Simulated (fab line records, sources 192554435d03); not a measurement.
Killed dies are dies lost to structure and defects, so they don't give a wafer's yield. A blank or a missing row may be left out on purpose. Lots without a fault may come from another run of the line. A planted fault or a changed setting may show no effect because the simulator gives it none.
Chamber matching | flow n5_finfet | N5_DUMMY_GATE_STRIP_48 on rie_diel-05: 4 sister chambers
The step strips in N2/H2, time 20 s. 20 wafers are shown with their chamber, then 10 later ones without.

WAFERS WITH THEIR CHAMBER
wafer  | chamber | drypump_motor_current_A (A) | showerhead_plenum_p_Torr (Torr) | throttle_valve_pct (%)
L074.1 | 3       | 6.2                         | 3.30                            | 12.34
L074.3 | 1       | 5.6                         | 3.58                            | 12.09
L074.5 | 2       | 5.1                         | 3.19                            | 12.64
L079.2 | 1       | 5.6                         | 3.58                            | 12.11
L079.3 | 3       | 6.2                         | 3.30                            | 11.73
L079.5 | 2       | 5.0                         | 3.18                            | 12.65
L081.1 | 1       | 5.6                         | 3.57                            | 12.12
L081.2 | 2       | 5.1                         | 3.18                            | 12.66
L081.6 | 1       | 5.6                         | 3.57                            | 12.12
L083.2 | 3       | 6.2                         | 3.29                            | 11.73
L083.4 | 2       | 5.1                         | 3.18                            | 12.67
L083.6 | 2       | 5.1                         | 3.18                            | 12.66
L086.1 | 3       | 6.1                         | 3.29                            | 11.76
L086.3 | 0       | 5.8                         | 3.58                            | 12.02
L086.5 | 1       | 5.6                         | 3.57                            | 12.15
L089.1 | 3       | 6.1                         | 3.29                            | 11.77
L089.4 | 2       | 5.1                         | 3.58                            | 12.05
L089.6 | 1       | 5.6                         | 3.57                            | 12.18
L090.3 | 0       | 5.8                         | 3.57                            | 12.03
L090.4 | 1       | 5.6                         | 3.57                            | 12.17

SIGNATURES (means of the wafers above)
reading                  | chamber 0 | chamber 1 | chamber 2 | chamber 3 | scatter within a chamber
drypump_motor_current_A  | 5.800     | 5.600     | 5.083     | 6.160     | 0.0356
showerhead_plenum_p_Torr | 3.5750    | 3.5729    | 3.2483    | 3.2940    | 0.091
throttle_valve_pct       | 12.0250   | 12.1343   | 12.5550   | 11.8660   | 0.193
Rule: a wafer's distance from a chamber is the root of the sum, over the readings, of the square of ((its reading less the chamber's mean) divided by the reading's scatter). The wafer belongs to the nearest chamber; if the next one is less than 2 further off, it can't be placed. The scatter: the root of (the sum of the squares of (reading less its chamber's mean) over the shown wafers, divided by (wafers less chambers)).

WAFERS WITHOUT THEIR CHAMBER
wafer  | drypump_motor_current_A (A) | showerhead_plenum_p_Torr (Torr) | throttle_valve_pct (%)
L090.6 | 5.0                         | 3.58                            | 12.04
L092.3 | 5.8                         | 3.57                            | 12.03
L092.5 | 6.1                         | 3.28                            | 11.76
L092.6 | 5.1                         | 3.58                            | 12.05
L095.2 | 5.6                         | 3.56                            | 12.19
L095.5 | 5.0                         | 3.57                            | 12.06
L095.6 | 5.6                         | 3.56                            | 12.19
L096.1 | 5.8                         | 3.57                            | 12.05
L096.2 | 6.1                         | 3.28                            | 11.80
L096.5 | 5.6                         | 3.56                            | 12.19

WHICH CHAMBER EACH WENT THROUGH
wafer  | from the rows above | in truth
L090.6 | 2                   | 2
L092.3 | 0                   | 0
L092.5 | 3                   | 3
L092.6 | 2                   | 2
L095.2 | 1                   | 1
L095.5 | 2                   | 2
L095.6 | 1                   | 1
L096.1 | 0                   | 0
L096.2 | 3                   | 3
L096.5 | 1                   | 1
Placed correctly: 10 of 10. Can't be placed from these rows: 0. Placed wrongly: 0.
